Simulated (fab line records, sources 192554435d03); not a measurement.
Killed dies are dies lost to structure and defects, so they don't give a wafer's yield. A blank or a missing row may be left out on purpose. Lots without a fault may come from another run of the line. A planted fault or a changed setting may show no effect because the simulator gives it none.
Split-lot experiment | flow n5_finfet | 7 lots, 21 wafers read, on a route of 1938 steps

THE SPLIT
At N5_BEOL_M8_EXPOSE_25 (exposes mask V7, target cd 40 nm), the setting dose_mj was moved away from the recipe's 42.5 on 7 of the 21 wafers read, by +3.7% to +5.8%. The other wafers ran this setting at the recipe's value.

FROM THE SPLIT TO THE READING: what the file shows between them, 2 steps
- N5_BEOL_M8_PEB_26: peb time 60 s
- N5_BEOL_M8_DEVELOP_27: develop time 30 s

THE READING
cd_nm, in nm, at N5_BEOL_M8_CD_MEAS_28 (target cd 40 nm). Fault-free wafers of this fab line usually give 40.05 nm, standard deviation 0.25 nm.

wafer  | tool, chamber at the split | dose_mj as run | against the recipe | cd_nm, nm | against lot-mates on the recipe
L077.1 | euv_scanner-01, 0          | 42.5           | recipe             | 39.96     | -
L077.2 | euv_scanner-01, 0          | 42.5           | recipe             | 40.09     | -
L077.3 | euv_scanner-01, 0          | 42.5           | recipe             | 40.24     | -
L081.1 | euv_scanner-01, 0          | 42.5           | recipe             | 39.47     | -
L081.4 | euv_scanner-01, 0          | 42.5           | recipe             | 39.91     | -
L081.5 | euv_scanner-01, 0          | 42.5           | recipe             | 39.81     | -
L084.4 | euv_scanner-01, 0          | 42.5           | recipe             | 40.38     | -
L084.5 | euv_scanner-01, 0          | 44.95          | +5.8%              | 41.75     | +1.37
L084.6 | euv_scanner-01, 0          | 44.95          | +5.8%              | 41.37     | +0.99
L086.1 | euv_scanner-01, 0          | 44.81          | +5.4%              | 40.96     | +1.21
L086.3 | euv_scanner-01, 0          | 42.5           | recipe             | 40.08     | -
L086.5 | euv_scanner-01, 0          | 42.5           | recipe             | 39.43     | -
L088.4 | euv_scanner-01, 0          | 44.09          | +3.7%              | 40.52     | +0.58
L088.5 | euv_scanner-01, 0          | 42.5           | recipe             | 39.94     | -
L088.6 | euv_scanner-01, 0          | 44.09          | +3.7%              | 40.81     | +0.87
L091.1 | euv_scanner-02, 0          | 42.5           | recipe             | 40.21     | -
L091.2 | euv_scanner-02, 0          | 42.5           | recipe             | 40.28     | -
L091.5 | euv_scanner-02, 0          | 42.5           | recipe             | 40.18     | -
L094.1 | euv_scanner-01, 0          | 42.5           | recipe             | 39.78     | -
L094.3 | euv_scanner-01, 0          | 44.73          | +5.2%              | 41.00     | +1.22
L094.5 | euv_scanner-01, 0          | 44.73          | +5.2%              | 41.34     | +1.56

THE FIT
A straight line over all 21 wafers: cd_nm changes by +0.231 nm for each +1% of dose_mj; r = +0.90; the points scatter about the line by 0.28 nm.
The same after taking each lot's own level away (the mean of its wafers on the recipe; 21 wafers): +0.225 nm for each +1%; r = +0.95; scatter 0.19 nm.
On that fit, the largest move of dose_mj shifts the reading by 1.3 nm.
The lots' own levels span 39.730 to 40.380 nm, that is 2.6 times the standard deviation above.
So the lot-to-lot level changes the slope little: the two slopes agree.
Check: with one of the wafers moved furthest among these (+5.8%) left out of the fit, the line predicts +1.28 nm for it against its lot-mates. It came out at +1.37 nm against them.

THE WHOLE CHAIN: every reading that the file lists as answering this split, in the file's order
step                  | what it does                                                | reading                                                        | change (the file's fit)               | r (the file's)
N5_BEOL_M8_CD_MEAS_28 | target cd 40 nm                                             | cd_nm                                                          | +0.224 nm for each +1% of the setting | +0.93
N5_BEOL_M8_DESCUM_33  | chemistry O2, time 7 s                                      | BEOL_M8.cd_nm (the simulator's own value, which no gauge read) | +0.193 nm for each +1% of the setting | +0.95
N5_BEOL_M8_ETCH_72    | etches underlayer in N2/H2, target depth 6.5 nm, time 5.2 s | BEOL_M8.cd_nm (the simulator's own value, which no gauge read) | +0.204 nm for each +1% of the setting | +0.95

THE FILE'S OWN FIT
cd_nm changes by +0.224 nm for each +1% of dose_mj, r = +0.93.
